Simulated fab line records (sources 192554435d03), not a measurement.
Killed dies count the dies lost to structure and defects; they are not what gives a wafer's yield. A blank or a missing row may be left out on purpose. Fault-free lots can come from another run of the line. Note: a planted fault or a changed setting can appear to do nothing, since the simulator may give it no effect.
What tool caused it? -- flow n5 finfet -- Sampling: 9 lots, 27 wafers, 6 of 1938 route steps

== WHAT EACH GAUGE READ, for each wafer ==
N5_BEOL_M1_CD_MEAS_18: pitch 36 nm, target cd 18 nm. Usual: cd nm at 17.97 nm, with a standard deviation of 0.27.
lot,measured,on,cd nm (nm),flag
L296,day 6 00:52,cd sem-01,17.54 17.81 17.75,
L297,day 6 08:08,cd sem-03,18.28 18.29 18.31,
L299,day 6 21:43,cd sem-01,18.05 17.61 18.15,
L303,day 7 23:50,cd sem-02,18.09 18.08 17.98,
L305,day 8 11:59,cd sem-01,17.00 17.50 17.64,
L306,day 8 21:06,cd sem-01,18.09 18.07 17.96,
L310,day 9 22:51,cd sem-02,18.00 18.31 17.93,
L312,day 10 04:53,cd sem-01,17.83 18.23 17.50,
L314,day 10 21:31,cd sem-03,17.99 18.00 18.09,

N5_BEOL_M1_CD_MEAS_28: target cd y 23.3 nm. Usual: cd nm at 24.00 nm, with a standard deviation of 0.21.
lot,measured,on,cd nm (nm),flag
L296,day 6 01:19,cd sem-03,23.85 23.70 23.71,
L297,day 6 08:34,cd sem-01,23.72 24.01 24.14,
L299,day 6 23:10,cd sem-02,24.09 24.14 24.17,
L303,day 8 00:20,cd sem-02,23.71 23.79 24.33,
L305,day 8 12:18,cd sem-03,23.92 24.02 24.08,
L306,day 8 21:25,cd sem-02,24.19 23.81 24.10,
L310,day 9 23:10,cd sem-03,24.06 24.11 23.99,
L312,day 10 05:23,cd sem-02,24.36 23.75 24.10,
L314,day 10 21:58,cd sem-03,23.92 23.79 24.42,

N5_BEOL_M4_RC_MEAS_101. Usual: DIBL_N 35.7 mV/V, standard deviation 1.3; DIBL_P 35.4 mV/V, standard deviation 1.8; IOFF_N 0.152 nA/um, standard deviation 0.027; IOFF_P 0.20 nA/um, standard deviation 0.034; ION_N 672 uA/um, standard deviation 9.8; ION_P 461 uA/um, standard deviation 7.5; SS_N 71.4 mV/dec, standard deviation 0.55; SS_P 73.1 mV/dec, standard deviation 0.61; VT_N 251 mV, standard deviation 3.3; VT_P -251 mV, standard deviation 3.6.
lot,measured,on,DIBL_N (mV/V),DIBL_P (mV/V),IOFF_N (nA/um),IOFF_P (nA/um),ION_N (uA/um),ION_P (uA/um),SS_N (mV/dec),SS_P (mV/dec),VT_N (mV),VT_P (mV),flag
L296,day 7 18:44,prober-02,37.2 35.0 35.2,39.2 38.2 36.6,0.199 0.160 0.161,0.27 0.24 0.22,681 672 684,469 465 467,72.2 71.1 71.0,74.2 73.9 73.7,247 248 248,-244 -246 -247,
L297,day 7 23:58,prober-01,34.0 35.2 34.4,32.5 34.1 34.2,0.114 0.133 0.126,0.16 0.18 0.18,661 670 659,457 464 452,70.3 70.6 71.3,72.7 73.5 73.0,255 253 255,-255 -251 -250,
L299,day 8 13:11,prober-02,34.3 34.6 33.5,36.0 34.9 35.0,0.149 0.144 0.146,0.18 0.17 0.17,676 664 670,457 455 459,70.9 71.6 70.7,72.8 72.0 73.0,252 254 251,-255 -253 -252,
L303,day 9 17:50,prober-02,36.0 35.9 35.6,36.9 36.5 35.6,0.162 0.157 0.153,0.21 0.20 0.20,676 682 674,465 459 462,72.1 71.7 71.3,73.2 72.6 73.1,247 248 248,-251 -250 -250,
L305,day 10 03:15,prober-02,36.5 37.6 37.4,34.9 35.7 36.3,0.147 0.154 0.156,0.19 0.21 0.21,671 669 675,458 459 458,72.1 71.6 72.1,73.5 73.0 73.0,251 250 253,-248 -251 -249,
L306,day 10 11:20,prober-02,37.7 35.7 34.8,38.4 35.6 34.8,0.186 0.148 0.139,0.26 0.22 0.21,680 662 677,466 463 465,72.5 71.3 70.7,74.4 73.1 73.3,250 250 250,-245 -248 -248,
L310,day 11 20:35,prober-01,36.5 36.3 35.8,35.6 37.1 35.7,0.155 0.163 0.149,0.21 0.23 0.20,667 668 663,460 465 460,71.5 71.2 71.9,73.4 72.8 72.5,252 250 250,-252 -247 -248,
L312,day 11 21:49,prober-01,35.0 34.2 34.6,34.7 32.8 33.7,0.129 0.116 0.115,0.19 0.16 0.17,657 658 653,458 456 453,71.1 71.4 70.1,73.4 72.4 72.1,253 257 256,-250 -252 -250,
L314,day 12 16:40,prober-02,39.0 38.2 37.7,38.9 37.8 37.7,0.201 0.196 0.175,0.28 0.27 0.26,685 691 677,474 479 472,71.8 72.4 71.4,74.3 74.4 74.6,246 248 248,-246 -244 -244,

== TOOL THAT RAN EACH LOT (tool first, then ch and the chambers of the sampled wafers, then the start) ==
lot,N5_BEOL_M0_PRE_CLEAN_131,N5_BEOL_M1_ETCH_64,N5_BEOL_M1_DESCUM_33
L296,"cvd co-01 ch 0,1,2, day 5 21:41","rie diel-03 ch 0,2, day 6 00:31","rie diel-02 ch 0,1, day 6 01:26"
L297,"cvd co-02 ch 0,2, day 6 05:38","rie diel-02 ch 0,1, day 6 07:46","rie diel-02 ch 0,2,3, day 6 08:41"
L299,"cvd co-02 ch 0,1,2, day 6 19:31","rie diel-02 ch 0,2,3, day 6 21:11","rie diel-03 ch 0,2,3, day 6 23:17"
L303,"cvd co-01 ch 0,2, day 7 22:09","rie diel-03 ch 0,1,3, day 7 23:29","rie diel-02 ch 1,3, day 8 00:27"
L305,"cvd co-01 ch 0,1,2, day 8 08:48","rie diel-03 ch 0,2,3, day 8 11:38","rie diel-04 ch 0,2,3, day 8 12:25"
L306,"cvd co-01 ch 1,2, day 8 17:56","rie diel-04 ch 0,1, day 8 20:45","rie diel-03 ch 2,3, day 8 21:34"
L310,"cvd co-01 ch 2, day 9 19:41","rie diel-04 ch 0,1,3, day 9 22:30","rie diel-03 ch 0,2,3, day 9 23:17"
L312,"cvd co-01 ch 0,2, day 10 03:28","rie diel-04 ch 0,2,3, day 10 04:32","rie diel-03 ch 0,2,3, day 10 05:33"
L314,"cvd co-02 ch 0,1,2, day 10 19:28","rie diel-04 ch 0,1,3, day 10 21:10","rie diel-02 ch 0,2,3, day 10 22:23"
- N5_BEOL_M0_PRE_CLEAN_131: time 15 s.
- N5_BEOL_M1_ETCH_64: etches SOC in N2/H2, target depth 75 nm, overetch 15 nm, time 112.5 s.
- N5_BEOL_M1_DESCUM_33: chemistry O2, time 7 s.

== WHAT THE TOOLS THEMSELVES READ (means of the sampled wafers that have a number; where no wafer has one, the mark that the record gives instead) ==
N5_BEOL_M0_PRE_CLEAN_131. Usual: heater power w at 88 W, with a standard deviation of 21.
lot,tool,heater power w (W),flag
L296,cvd co-01,72,
L297,cvd co-02,87,
L299,cvd co-02,103,
L303,cvd co-01,68,
L305,cvd co-01,72,
L306,cvd co-01,68,
L310,cvd co-01,63,
L312,cvd co-01,73,
L314,cvd co-02,101,

N5_BEOL_M1_ETCH_64. Usual: drypump motor current A 5.8 A, standard deviation 0.4; oes product au 0.60 a.u., standard deviation 0.062; rf vpp V 523.0 V, standard deviation 2.4; showerhead plenum p Torr 2.51 Torr, standard deviation 0.081; throttle valve pct 17.82 %, standard deviation 0.23.
lot,tool,drypump motor current A (A),oes product au (a.u.),rf vpp V (V),showerhead plenum p Torr (Torr),throttle valve pct (%),flag
L296,rie diel-03,6.1,0.60,521.5,2.44,17.83,
L297,rie diel-02,5.7,0.61,520.1,2.42,17.57,
L299,rie diel-02,5.7,0.57,525.2,2.55,17.82,
L303,rie diel-03,5.7,0.58,522.3,2.50,17.83,
L305,rie diel-03,6.2,0.60,520.6,2.44,17.85,
L306,rie diel-04,5.8,0.57,523.7,2.56,17.98,
L310,rie diel-04,5.8,0.57,523.5,2.56,17.99,
L312,rie diel-04,5.7,0.63,523.3,2.50,17.94,
L314,rie diel-04,5.8,0.57,525.8,2.55,17.99,

N5_BEOL_M1_DESCUM_33. Usual: drypump motor current A 5.9 A, standard deviation 0.43; oes product au 0.78 a.u., standard deviation 0.083; rf vpp V 242.4 V, standard deviation 1.5; showerhead plenum p Torr 2.05 Torr, standard deviation 0.068; throttle valve pct 20.34 %, standard deviation 0.26.
lot,tool,drypump motor current A (A),oes product au (a.u.),rf vpp V (V),showerhead plenum p Torr (Torr),throttle valve pct (%),flag
L296,rie diel-02,5.7,0.77,241.4,1.99,20.14,
L297,rie diel-02,5.7,0.70,243.3,2.10,20.37,
L299,rie diel-03,6.2,0.77,241.8,2.01,20.44,
L303,rie diel-02,6.1,0.71,242.6,2.07,20.11,
L305,rie diel-04,5.7,0.70,242.6,2.06,20.64,
L306,rie diel-03,6.2,0.75,242.4,2.01,20.39,
L310,rie diel-03,6.2,0.75,241.4,2.00,20.48,
L312,rie diel-03,6.2,0.74,241.7,2.00,20.48,
L314,rie diel-02,5.7,0.86,242.5,2.09,20.17,

== THE ANSWER, worked out from the rows above alone ==
Rule: a lot is off if the mean of its wafers that have a number lies more than 3 standard deviations from the usual mean. Also off: a lot with no number at a reading for which 4 or more lots have one. The other lots that the step has rows for count as sound. Order of review: gauges by route order, followed by the tools' own readings, for which a lot's mean as printed above is used. At the first step where some lot is off, the reading lying furthest off is the one used; lots without a number count as furthest.
Across all readings shown, no lot is off: no conclusion can be drawn from this.

== WHAT WAS PUT IN BY THE SIMULATOR ==
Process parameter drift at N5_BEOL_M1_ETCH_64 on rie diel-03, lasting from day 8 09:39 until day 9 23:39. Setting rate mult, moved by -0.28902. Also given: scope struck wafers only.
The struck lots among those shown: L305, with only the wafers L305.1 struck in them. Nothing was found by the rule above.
